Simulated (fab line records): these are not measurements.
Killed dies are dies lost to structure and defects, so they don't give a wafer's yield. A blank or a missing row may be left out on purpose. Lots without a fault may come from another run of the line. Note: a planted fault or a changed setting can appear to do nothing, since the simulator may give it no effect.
3 desks, one fault	flow nand_harc	what lay behind the numbers comes last; until then each desk has only its own

FROM THE METROLOGY DESK
Lot by lot, what the gauges showed, no matter which tool ran the lot: averages of those sampled wafers that carry a number. If a lot's mean is further than 4 standard deviations from the usual mean, the lot is out of limits and carries the mark OUT (the distance appears in the brackets).
Columns: A = overlay_x_nm at NHARC_P_STI_OVL_MEAS_10, usual 1 nm; B = overlay_y_nm at NHARC_P_STI_OVL_MEAS_10, usual -1 nm
lot	first seen here	A	B
L914	day 2 13:42	0	-7
L915	day 2 13:52	-7	2
L916	day 3 00:54	6	0
L917	day 3 05:47	8	-10
L918	day 3 12:11	3	-1
L919	day 3 20:24	10	1
L920	day 3 20:34	-5	-3
L921	day 4 05:31	-4	1
L925	day 5 02:32	-3	6
L926	day 5 12:20	-1	-9
L932	day 6 22:51	2	-1
L933	day 7 07:06	-8	-8
L936	day 8 00:02	3	-1
L937	day 8 04:53	-1	-11
Finding of this desk: none of the 14 lots has anything out of limits.

TOOL OWNER'S DESK, cmp-02
The tool's own readings at NHARC_P_STI_CMP_21 (polishes, t overpolish 20 s, target thk 380.67 nm): means of the sampled wafers that have a number, for each lot that ran on this tool. If a lot's mean is further than 4 standard deviations from the usual mean, the lot is out of limits and carries the mark OUT (the distance appears in the brackets).
Columns: A = edge_zone_pressure_frac at NHARC_P_STI_CMP_21, usual 1.000; B = motor_current_A at NHARC_P_STI_CMP_21, usual 11.7 A; C = overpolish_run_s at NHARC_P_STI_CMP_21, usual 20.000 s
lot	first seen here	A	B	C
L915	day 3 09:58	0.999	11.2	20.006
L917	day 3 21:53	1.000	11.6	19.996
L918	day 4 08:01	1.005	11.9	20.007
L920	day 4 15:18	1.002	11.7	20.007
L925	day 6 02:31	1.001	10.5	73.964 (+99 or more) OUT
L926	day 6 13:14	1.005	11.9	37.987 (+99 or more) OUT
This desk finds L925, L926 out of limits, L925 being first, at day 6 02:31 (overpolish_run_s at NHARC_P_STI_CMP_21). L915, L917, L918, L920 stayed within limits.

THE DEFECT DESK
For each lot, the counts of the inspections along the route, averaged over the sampled wafers that have a number. If a lot's mean is further than 4 standard deviations from the usual mean, the lot is out of limits and carries the mark OUT (the distance appears in the brackets).
Columns: A = raw_defect_count at NHARC_P_STI_INSPECT_11, usual 5.3; B = raw_defect_count at NHARC_P_STI_INSPECT_25, usual 203
lot	first seen here	A	B
L914	day 2 13:44	4.3	213
L915	day 2 13:53	8.0	166
L916	day 3 00:56	6.3	252
L917	day 3 05:49	6.0	196
L918	day 3 12:14	5.7	151
L919	day 3 20:26	5.0	170
L920	day 3 20:36	2.0	252
L921	day 4 05:33	5.3	163
L925	day 5 02:34	4.0	241
L926	day 5 12:23	8.3	210
L932	day 6 22:53	6.7	385
L933	day 7 07:08	2.7	153
L936	day 8 00:04	5.7	147
L937	day 8 04:56	6.3	190
Finding of this desk: none of the 14 lots has anything out of limits.

TAKEN TOGETHER
The tool owner's desk could have raised an alarm at day 6 02:31, on L925, L926.
The metrology desk saw nothing out of limits.
No out-of-limits result turned up at the defect desk.
The metrology desk has L925, L926 on record, within its limits.
The defect desk has L925, L926 on record, within its limits.
All the named lots went through NHARC_P_STI_CMP_21 on cmp-02.

WHAT THE SIMULATOR HAD PUT IN
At NHARC_P_STI_CMP_21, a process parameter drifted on cmp-02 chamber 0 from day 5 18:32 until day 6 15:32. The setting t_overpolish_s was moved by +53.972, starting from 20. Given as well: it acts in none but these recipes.
Lots struck among those shown: L925, L926.
Time in hours from fault onset to the first out-of-limits reading at each desk: the tool owner's desk, 8.
